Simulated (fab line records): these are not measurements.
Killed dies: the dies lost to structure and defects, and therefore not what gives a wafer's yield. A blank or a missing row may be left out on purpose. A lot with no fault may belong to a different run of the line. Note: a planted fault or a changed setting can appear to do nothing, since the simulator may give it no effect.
Chamber matching    flow nandHarc    3 sister chambers for NHARC_P_M1_DEP_33 on pecvd-04
The step deposits SiCN, target thk 30 nm. 14 wafers are shown with their chamber, then 7 later ones without.

## EACH WAFER AND ITS CHAMBER
wafer   chamber  heaterPowerW (W)  heaterPowerOuterW (W)  susceptorTempC (C)
L857.2  2        714               398                    370.08
L857.3  1        579               323                    369.49
L857.6  2        703               406                    370.07
L860.3  2        707               392                    369.87
L860.4  0        490               304                    370.04
L860.6  2        680               385                    369.86
L862.1  0        467               274                    370.15
L862.3  2        692               391                    370.35
L862.5  0        471               280                    370.52
L863.3  0        525               332                    370.09
L863.5  0        532               329                    370.26
L863.6  2        686               377                    369.93
L864.3  1        673               386                    369.69
L864.4  0        455               284                    369.91

SIGNATURES (means of the wafers above)
reading            chamber 0  chamber 1  chamber 2  scatter within a chamber
heaterPowerW       490.00     626.00     697.00     30.7
heaterPowerOuterW  300.50     354.50     391.50     22.8
susceptorTempC     370.1617   369.5900   370.0267   0.194
Rule: a wafer lies at a distance from a chamber equal to the root of the sum of squares, over the readings, of (its reading less the chamber's mean, divided by the reading's scatter). If the next closest chamber is less than 2 further off than the closest, the wafer can't be placed; otherwise it belongs to the closest. How the scatter is found: for the shown wafers, subtract from each reading the mean of its chamber, square and add these, divide the total by (wafers less chambers), then take the root.

## WAFERS WITHOUT THEIR CHAMBER
wafer   heaterPowerW (W)  heaterPowerOuterW (W)  susceptorTempC (C)
L864.6  689               394                    370.00
L865.2  709               418                    369.81
L865.3  666               386                    369.70
L865.4  718               406                    370.01
L879.1  662               369                    369.79
L879.3  474               271                    370.28
L879.5  703               402                    369.89

## WHICH CHAMBER EACH WENT THROUGH
wafer    from the rows above       in truth
L864.6   2                         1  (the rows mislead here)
L865.2   2                         2
L865.3   can't be placed: 2 or 1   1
L865.4   2                         2
L879.1   can't be placed: 1 or 2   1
L879.3   0                         0
L879.5   2                         2
4 of 7 placed correctly. Cannot be placed on the basis of these rows: 2; the candidates contain the true chamber in 2. 1 placed wrongly.
